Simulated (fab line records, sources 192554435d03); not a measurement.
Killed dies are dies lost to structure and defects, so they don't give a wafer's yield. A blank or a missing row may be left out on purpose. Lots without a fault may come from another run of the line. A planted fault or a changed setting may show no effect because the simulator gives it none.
fab line records | flow n5_finfet
record lots=6 wafers=17 last_day=17
route steps=1938 shown BEOL_M12@1604 PASSIVATION@1936
lots that met no fault: from a run of the same line without faults
start_h: hours from the record's first day to the start of the lot's first wafer shown | wait_h: hours since the lot's step before | " the same as in the row above | L1.1+2: a row that stands for several wafers | - no value, or no start given | * or withheld: withheld | < > ~ a bound
route shown NAME@n: a module of which the file shows steps, and the number in the route of the first | usual: mean/standard deviation of fault-free wafers | same: alike in all rows | chamber/n: place in a boat | sites: the reading at each site | _std_site: their standard deviation | _edge_site: outer sites' mean less inner sites' | radius_mm: how far each site lies from the wafer's centre | mask NAME#n: copy n | behind: the tool/chamber that last shaped the wafer | hold: why the lot was held/for how many hours/how that ended | device: the transistor (n, p or np) that didn't switch | end of line: the same wafers' tests at the end of the route | a step without rows: its recipe alone | killed: dies lost to structure and defects at the first sort, not the wafer's yield | map: a wafer's dies, x killed, . not, _ none there
set.NAME: the setting as run; set.NAME@STEP: as run at that earlier step | model.NAME: the simulator's own value behind a step, which no gauge read
lots at some steps of the route; a table a step, a row a wafer
services: from which hour (start_h, from the record's first day; less than 0 if before it) a tool's chamber was out of use, for how many hours, and why
## steps
# step N5_BEOL_M12_COAT_58
# recipe resist=BARC temp_c=205 time_s=60 spin_rpm=1500 resist_thk_nm=89
# step N5_BEOL_M12_COAT_04
# recipe spin_rpm=1625 resist_thk_nm=400
# step N5_BEOL_M12_EBR_06
# recipe solvent=PGMEA ebr_width_mm=1.5
# step N5_BEOL_M12_SOFTBAKE_05
# recipe temp_c=130 time_s=60
# step N5_BEOL_M12_EXPOSE_07
# recipe mask_id=V11 na=0.93 source_shape=conventional sigma_outer=0.6 polarization=unpolarized attpsm_phase_deg=180 dose_mj=32.5
# step N5_BEOL_M12_PEB_08
# recipe peb_temp_c=130 peb_time_s=90
# step N5_BEOL_M12_DEVELOP_09
# recipe develop_time_s=45 rinse_liquid=diw dry=air_spin dev_temp_c=21
# step N5_BEOL_M12_HARDBAKE_14
# recipe temp_c=130 time_s=120
# step N5_BEOL_M12_CD_MEAS_10
# recipe target_cd_nm=140 landing_energy_ev=500 detector=se_inlens polarity=opening
# usual cd_nm=139.8/1.6
# same landing_energy_ev=500
# columns lot.wafer tool chamber start_h wait_h cd_nm
L869.3 cd_sem-01 0 264.65 - 140.7
L869.5 " 0 " " 141.1
L869.6 " 0 " " 138.6
L868.1 cd_sem-01 0 279.89 - 140.9
L868.5 " 0 " " 140.8
L868.6 " 0 " " 137.7
L872.1 cd_sem-02 0 296.32 - 138.4
L872.2 " 0 " " 137.8
L872.4 " 0 " " 140.1
L877.1 cd_sem-01 0 328.68 - 139.8
L877.3 " 0 " " 136.8
L882.2 cd_sem-02 0 363.71 - 136.7
L882.4 " 0 " " 140.3
L882.5 " 0 " " 140.9
L883.3 cd_sem-02 0 368.95 - 137.5
L883.5 " 0 " " 140.9
L883.6 " 0 " " 137.6
# step N5_BEOL_M12_OVL_MEAS_11
# recipe points_per_wafer=44
# usual V11_OVL=3/5.9
# columns lot.wafer tool chamber start_h wait_h V11_OVL[nm]
L869.3 overlay-02 0 264.68 0.0 7
L869.5 " 0 " " -2
L869.6 " 0 " " 1
L868.1 overlay-01 0 279.92 0.0 15
L868.5 " 0 " " 7
L868.6 " 0 " " 12
L872.1 overlay-01 0 296.35 0.0 -3
L872.2 " 0 " " 6
L872.4 " 0 " " 1
L877.1 overlay-01 0 328.71 0.0 10
L877.3 " 0 " " 9
L882.2 overlay-02 0 363.74 0.0 8
L882.4 " 0 " " 9
L882.5 " 0 " " 1
L883.3 overlay-01 0 368.97 0.0 -3
L883.5 " 0 " " 2
L883.6 " 0 " " 5
# step N5_BEOL_M12_INSPECT_12
# recipe mode=adi inspect_instrument=macro
# usual raw_defect_count=2.3/1.5
# columns lot.wafer tool chamber start_h wait_h raw_defect_count
L869.3 defect_inspect-01 - 264.71 0.0 4
L869.5 " - " " 2
L869.6 " - " " 2
L868.1 defect_inspect-02 - 279.95 0.0 4
L868.5 " - " " 1
L868.6 " - " " 2
L872.1 defect_inspect-02 - 296.37 0.0 3
L872.2 " - " " 1
L872.4 " - " " 3
L877.1 defect_inspect-01 - 328.73 0.0 2
L877.3 " - " " 5
L882.2 defect_inspect-01 - 363.76 0.0 0
L882.4 " - " " 1
L882.5 " - " " 1
L883.3 defect_inspect-02 - 369.00 0.0 4
L883.5 " - " " 2
L883.6 " - " " 1
# step N5_BEOL_M12_DESCUM_15
# recipe chemistry=O2 time_s=7.9 source_power_w=50 bias_power_w=20 pressure_mtorr=20 rf_frequency_hz=2.712e+07 temp_c=40 o2_flow_sccm=225
# usual drypump_motor_current_A=5.6/0.43 o2_flow_sccm=225.1/0.59 oes_product_au=0.78/0.069 rf_vpp_V=243.2/1.2 showerhead_plenum_p_Torr=2.10/0.053 throttle_valve_pct=20.55/0.21
# columns lot.wafer tool chamber start_h wait_h drypump_motor_current_A o2_flow_sccm oes_product_au rf_hours_counter_h rf_vpp_V showerhead_plenum_p_Torr throttle_valve_pct
L869.3 rie_diel-01 1 264.76 0.1 5.3 225.0 0.96 8 244.5 2.16 20.48
L869.5 " 1 " " 5.3 225.0 0.96 - 242.3 2.16 20.49
L869.6 " 2 " " 5.3 224.9 0.73 - 242.1 2.01 20.89
L868.1 rie_diel-01 0 279.98 0.0 5.1 224.8 0.74 162 244.3 2.08 20.43
L868.5 " 3 " " 6.1 225.7 0.84 - 242.2 2.12 20.27
L868.6 " 0 " " 5.1 223.4 0.74 - 243.9 2.08 20.46
L872.1 rie_diel-01 3 296.40 0.0 6.1 225.9 0.83 98 244.7 2.12 20.29
L872.2 " 1 " " 5.3 225.0 0.91 19 243.7 2.16 20.49
L872.4 " 0 " " 5.1 224.6 0.73 169 242.5 2.08 20.45
L877.1 rie_diel-05 2 328.77 0.0 5.3 224.8 0.80 110 242.7 2.12 20.53
L877.3 " 3 " " 6.3 223.8 0.75 172 241.8 2.06 20.35
L882.2 rie_diel-05 0 364.45 0.7 5.9 225.6 0.74 161 243.6 2.09 20.76
L882.4 " 1 " " 5.7 225.5 0.70 233 243.4 2.09 20.78
L882.5 " 3 " " 6.3 225.0 0.74 - 243.8 2.06 20.36
L883.3 rie_diel-05 2 369.03 0.0 5.3 225.8 0.79 120 242.5 2.12 20.56
L883.5 " 2 " " 5.3 225.4 0.79 - 242.3 2.12 20.57
L883.6 " 3 " " 6.3 225.0 0.75 - 243.7 2.06 20.34
# step N5_BEOL_M12_ETCH_59
# recipe chemistry=N2/H2 target=BARC target_depth_a=890 overetch_a=267 time_s=67.9 ion_energy_ev=200 pressure_mtorr=30 source_w=840 bias_w=150 n2_flow_sccm=200 h2_flow_sccm=200
# usual drypump_motor_current_A=5.6/0.44 h2_flow_sccm=200.0/0.6 oes_product_au=0.67/0.053 rf_vpp_V=523.8/1.9 showerhead_plenum_p_Torr=2.54/0.06 throttle_valve_pct=17.97/0.21
# columns lot.wafer tool chamber start_h wait_h drypump_motor_current_A h2_flow_sccm oes_product_au rf_hours_counter_h rf_vpp_V showerhead_plenum_p_Torr throttle_valve_pct
L869.3 rie_diel-01 1 264.80 0.0 5.3 201.0 0.81 8 524.5 2.59 17.64
L869.5 " 1 " " 5.3 200.7 0.80 - 524.4 2.59 17.63
L869.6 " 2 " " 5.2 199.9 0.64 - 520.7 2.43 18.26
L868.1 rie_diel-01 0 280.02 0.0 5.1 178.9 0.63 162 524.4 2.48 17.39
L868.5 " 3 " " 6.1 200.4 0.70 - 523.8 2.57 17.83
L868.6 " 0 " " 5.1 178.9 0.63 - 523.2 2.48 17.39
L872.1 rie_diel-01 3 296.44 0.0 6.1 199.8 0.70 98 524.5 2.57 17.84
L872.2 " 1 " " 5.3 199.5 0.78 19 524.1 2.58 17.66
L872.4 " 0 " " 5.1 179.3 0.62 169 522.9 2.47 17.42
L877.1 rie_diel-05 2 328.80 0.0 5.3 199.7 0.68 110 523.7 2.55 17.83
L877.3 " 3 " " 6.4 200.7 0.64 172 523.5 2.54 17.98
L882.2 rie_diel-05 0 364.48 0.0 5.9 201.3 0.65 161 524.5 2.54 18.29
L882.4 " 1 " " 5.7 199.1 0.60 233 523.4 2.50 17.94
L882.5 " 3 " " 6.3 200.8 0.63 - 522.4 2.54 18.00
L883.3 rie_diel-05 2 369.07 0.0 5.3 200.1 0.68 120 523.1 2.55 17.83
L883.5 " 2 " " 5.3 198.8 0.67 - 524.7 2.55 17.82
L883.6 " 3 " " 6.3 198.8 0.64 - 522.4 2.54 18.00
# step N5_BEOL_M12_VIA_ETCH_16
# recipe chemistry=C4F8/O2/Ar target=SiOC pressure_mtorr=30 source_w=3000 bias_w=700 Ar_flow_sccm=400 C4F8_flow_sccm=15 O2_flow_sccm=8 he_inner_torr=15 he_outer_torr=30 target_depth_a=7248 time_s=withheld ion_energy_ev=250 ends=cleared
# usual O2_flow_sccm=8.001/0.021 drypump_motor_current_A=5.6/0.44 oes_product_au=0.71/0.063 rf_vpp_V=665.3/2.4 showerhead_plenum_p_Torr=3.42/0.078 throttle_valve_pct=24.33/0.15
# columns lot.wafer tool chamber start_h wait_h O2_flow_sccm drypump_motor_current_A oes_product_au rf_vpp_V showerhead_plenum_p_Torr throttle_valve_pct
L869.3 rie_diel-01 1 264.85 0.0 7.974 5.3 0.87 667.2 3.51 24.23
L869.5 " 1 " " 7.950 5.3 0.87 665.8 3.51 24.22
L869.6 " 2 " " 8.046 5.3 0.67 660.7 3.28 24.63
L868.1 rie_diel-01 0 280.07 0.0 8.005 5.1 0.66 665.2 3.41 24.26
L868.5 " 3 " " 8.007 6.1 0.75 664.0 3.48 24.14
L868.6 " 0 " " 8.009 5.1 0.66 663.6 3.41 24.26
L872.1 rie_diel-01 3 296.49 0.0 7.963 6.1 0.75 668.0 3.48 24.15
L872.2 " 1 " " 8.017 5.3 0.84 667.9 3.50 24.25
L872.4 " 0 " " 8.018 5.1 0.65 666.2 3.41 24.27
L877.1 rie_diel-05 2 328.85 0.0 8.007 5.3 0.72 667.4 3.44 24.25
L877.3 " 3 " " 7.970 6.3 0.67 665.2 3.40 24.26
L882.2 rie_diel-05 0 364.53 0.0 7.966 5.9 0.68 664.5 3.40 24.46
L882.4 " 1 " " 7.991 5.7 0.63 662.7 3.39 24.43
L882.5 " 3 " " 8.017 6.4 0.67 662.7 3.40 24.27
L883.3 rie_diel-05 2 369.12 0.0 8.041 5.3 0.72 667.2 3.44 24.25
L883.5 " 2 " " 8.003 5.3 0.71 666.2 3.44 24.27
L883.6 " 3 " " 7.987 6.3 0.67 663.3 3.40 24.26
# step N5_PASSIVATION_PROBE_49
# usual defect_limited_yield=91.5/1.5 killed_at_M0_to_M3=30/11 killed_at_M4_up=13/4.9 killed_at_contacts=14/6.5 killed_at_front_end=40/11 killed_at_other=3.3/2.7 killed_dies=100/18 killed_open=67/14 killed_short=32/7.8 sort_bin_5_function=5.0/0.97 sort_bin_6_memory=3.2/0.75 sort_n_pass=1080/18 sort_yield_pct=91.5/1.5
# same gross_dies=1180 killed_at_back_side=0 sort_bin_4_leakage[%]=0 sort_bin_8_speed[%]=0
# columns lot.wafer tool chamber start_h wait_h defect_limited_yield[%] killed_at_M0_to_M3 killed_at_M4_up killed_at_contacts killed_at_front_end killed_at_other killed_dies killed_open killed_short sort_bin_5_function[%] sort_bin_6_memory[%] sort_n_pass sort_yield_pct[%]
L872.2 prober-01 - 332.89 0.1 89.4 39 12 19 53 2 125 74 51 6.3 3.9 1055 89.4
L872.4 prober-01 - 332.99 0.2 92.1 22 17 17 32 5 93 59 34 3.7 3.5 1087 92.1
L877.1 prober-02 - 370.51 0.8 91.3 37 13 3 46 4 103 66 37 4.7 3.6 1077 91.3
L877.3 prober-02 - 370.61 0.9 90.6 42 12 6 48 3 111 73 38 6.3 2.8 1069 90.6
# killed by level:class
L872.2 FIN_SAQP:geometric_particle:short=17 MOL_CONTACT_COAG:geometric_particle:open=15 BEOL_M0_SAQP:geometric_particle:short=13 STI_FIN_REVEAL:geometric_particle:open=9 BEOL_M0_SAQP:geometric_particle:open=9 BEOL_M3:geometric_particle:open=9 FIN_SAQP:geometric_particle:open=7 GATE_CUT:geometric_particle:short=7
L872.4 MOL_CONTACT_COAG:geometric_particle:open=16 FIN_SAQP:geometric_particle:short=7 STI_FIN_REVEAL:geometric_particle:open=7 BEOL_M0_SAQP:geometric_particle:open=7 BEOL_M7:geometric_particle:open=6 BEOL_M0_SAQP:geometric_particle:short=5 FIN_SAQP:geometric_particle:open=3 GATE_CUT:geometric_particle:short=3
L877.1 FIN_SAQP:geometric_particle:open=13 FIN_SAQP:geometric_particle:short=12 DUMMY_GATE:geometric_particle:open=7 BEOL_M1:geometric_particle:short=7 BEOL_M0_SAQP:geometric_particle:short=6 BEOL_M2:geometric_particle:open=6 STI_FIN_REVEAL:geometric_particle:open=5 BEOL_M0_SAQP:geometric_particle:open=5
L877.3 FIN_SAQP:geometric_particle:open=12 STI_FIN_REVEAL:geometric_particle:open=12 BEOL_M2:geometric_particle:open=11 FIN_SAQP:geometric_particle:short=9 BEOL_M0_SAQP:geometric_particle:open=9 BEOL_M1:geometric_particle:open=8 BEOL_M4:geometric_particle:open=6 STARTING-WAFER:geometric_particle:short=6
## services
# columns tool chamber start_h hours kind
rie_diel-05 - 348.85 15.6 pm
rie_diel-01 2 353.33 4.1 repair
## key
first_sign step=N5_BEOL_M12_ETCH_59 reading=h2_flow_sccm direction=down sigmas=35 usual=200.0 struck=179.0
effect step=N5_BEOL_M12_ETCH_59 reading=throttle_valve_pct direction=down sigmas=2.7 usual=* struck=*
met_at N5_BEOL_M12_ETCH_59
struck_wafers L868.1,L868.6,L872.4
fault kind=process_parameter_drift tool=rie_diel-01 chamber=0 onset_h=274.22 steps=N5_BEOL_M12_ETCH_59 channel=h2_flow_sccm offset=-20 shape=step end_h=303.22 acts_in=these_recipes_only stated=200
